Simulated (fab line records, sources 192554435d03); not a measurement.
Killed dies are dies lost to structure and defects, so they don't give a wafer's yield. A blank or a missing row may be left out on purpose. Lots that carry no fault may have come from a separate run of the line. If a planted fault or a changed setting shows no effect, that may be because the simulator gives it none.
A struck lot beside a sound one    flow n5_finfet    16 out of 1938 route steps
Sound: these wafers, L413.3, L413.5, L413.6. Struck: wafer L416.2 (left out: L416.1, L416.6 of the same lot, which were not struck); the cause appears at the end.
At each step with rows: each side's tool, then ch and its chambers, then its first start. Under that, the readings that differ: sound wafers    struck wafers    difference of the means    sigmas: that difference in standard deviations of wafers without a fault.
alike: readings whose means differ by less than 2 such deviations, and words and numbers that are the same on both sides. not compared: withheld readings, readings that some wafer has no value for, bounds like >300 that may hide the same value, and numbers for which the record gives no deviation and whose values overlap.
A row with sigmas, a row that says differs or no value, or rows on one side alone: a step with any of these is where the two part. Numbers that have no deviation but don't overlap get no sigmas and don't part them. Lack of a reading on every wafer of one side parts them only where that side has two or more wafers.

first, 3 steps without rows for these wafers: N5_SDB_EXPOSE_08 (exposes mask SDB); N5_SDB_PEB_09 (peb time 60 s); N5_SDB_DEVELOP_10 (develop time 30 s).
N5_SDB_CD_MEAS_11: the cd target is 50 nm.
  sound on cd_sem-02 ch 0, day 5 23:03; struck on cd_sem-01 ch 0, day 7 03:04
  alike: cd_nm
N5_SDB_OVL_MEAS_12:
  sound on overlay-01 ch 0, day 5 23:04; struck on overlay-01 ch 0, day 7 03:05
  alike: SDB_OVL
N5_SDB_INSPECT_13: inspects for defects (brightfield).
  sound on defect_inspect-01 at day 5 23:06; struck on defect_inspect-02 at day 7 03:07
  alike: raw_defect_count
N5_SDB_DESCUM_16: chemistry O2, time 7.9 s.
  sound on rie_diel-04 ch 0,1,2, day 5 23:08; struck on rie_diel-02 ch 1, day 7 03:09
reading                          sound           struck  difference  sigmas
showerhead_plenum_p_Torr (Torr)  1.99 2.12 2.07  2.24    +0.18       +2
  alike: drypump_motor_current_A, oes_product_au, rf_vpp_V, throttle_valve_pct
  not compared: rf_hours_counter_h
N5_SDB_ETCH_17: etches SiARC in CF4, target depth 23.4 nm, time 39 s.
  sound on rie_diel-04 ch 0,1,2, day 5 23:10; struck on rie_diel-02 ch 1, day 7 03:11
  alike: drypump_motor_current_A, etch_rf_on_time_s, oes_product_au, rf_vpp_V, showerhead_plenum_p_Torr, throttle_valve_pct
  not compared: rf_hours_counter_h
N5_SDB_ETCH_18: etches SOC in N2/H2, target depth 100 nm, overetch 20 nm, time 150 s.
  sound on rie_diel-04 ch 0,1,2, day 5 23:12; struck on rie_diel-02 ch 1, day 7 03:13
reading                          sound           struck  difference  sigmas
showerhead_plenum_p_Torr (Torr)  2.41 2.59 2.49  2.73    +0.23       +2
  alike: drypump_motor_current_A, oes_product_au, rf_vpp_V, throttle_valve_pct
  not compared: rf_hours_counter_h
then, 1 step without rows for these wafers: N5_SDB_STRIP_19 (strips in N2/H2).
N5_SDB_STRIP_21: strips in CF4.
  sound on rie_diel-04 ch 0,1,2, day 5 23:20; struck on rie_diel-02 ch 1, day 7 03:22
  alike: drypump_motor_current_A, oes_product_au, rf_vpp_V, showerhead_plenum_p_Torr, throttle_valve_pct
  not compared: rf_hours_counter_h
N5_SDB_HM_OPEN_20: chemistry CH3F/O2, target SiNx, stops on poly-Si, target depth 24 nm.
  sound on rie_diel-04 ch 0,1,2, day 5 23:22; struck on rie_diel-02 ch 1, day 7 03:23
reading                          sound           struck  difference  sigmas
showerhead_plenum_p_Torr (Torr)  1.90 2.05 1.96  2.14    +0.17       +2
  alike: drypump_motor_current_A, oes_product_au, rf_vpp_V, throttle_valve_pct
  not compared: rf_hours_counter_h
N5_SDB_STRIP_22: strips in N2/H2.
  sound on plasma_asher-02 ch 0,1, day 5 23:29; struck on plasma_asher-02 ch 1, day 7 03:28
reading                       sound              struck  difference                    sigmas
oes_product_au (a.u.)         0.708 0.700 0.712  0.673   -0.034                        -8
rf_hours_counter_h (h)        - - -              99      no value on the sound wafers  
strip_time_to_endpoint_s (s)  95.4 95.4 95.6     104.3   +8.8                          +18
  alike: drypump_motor_current_A, heater_power_w
then, 1 step without rows for these wafers: N5_SDB_PRECLEAN_23 (cleans in dHF, time 30 s).
-- the record jumps here: 7 days lie between the struck wafers' starts before and after (it left off in module SDB and takes up again in module BEOL_M4, whose first step shown is number 1111 of the route) --
N5_BEOL_M4_RC_MEAS_101:
  sound on prober-01 ch 0, day 9 17:13; struck on prober-01 ch 0, day 14 14:39
  alike: DIBL_N, DIBL_P, IOFF_N, IOFF_P, ION_N, ION_P, SS_N, SS_P, VT_N, VT_P
-- a jump in the record: the struck wafers' starts before and after are 5 days apart (it breaks off in module BEOL_M4 and resumes in module PASSIVATION, where the first step shown is number 1936 of the route) --
N5_PASSIVATION_PROBE_49:
  sound on prober-01 at day 13 07:16; struck on prober-02 at day 19 10:09
  alike: defect_limited_yield, killed_at_M0_to_M3, killed_at_M4_up, killed_at_contacts, killed_at_front_end, killed_at_other, killed_dies, killed_open, killed_short, sort_bin_5_function, sort_bin_6_memory, sort_n_pass, sort_yield_pct

== WHERE THEY PART ==
Last at N5_SDB_STRIP_22 as far as this record goes, first at N5_SDB_DESCUM_16. Later steps at which nothing parts them and some readings are alike: N5_BEOL_M4_RC_MEAS_101, N5_PASSIVATION_PROBE_49.

WHY: whatever the simulator had introduced
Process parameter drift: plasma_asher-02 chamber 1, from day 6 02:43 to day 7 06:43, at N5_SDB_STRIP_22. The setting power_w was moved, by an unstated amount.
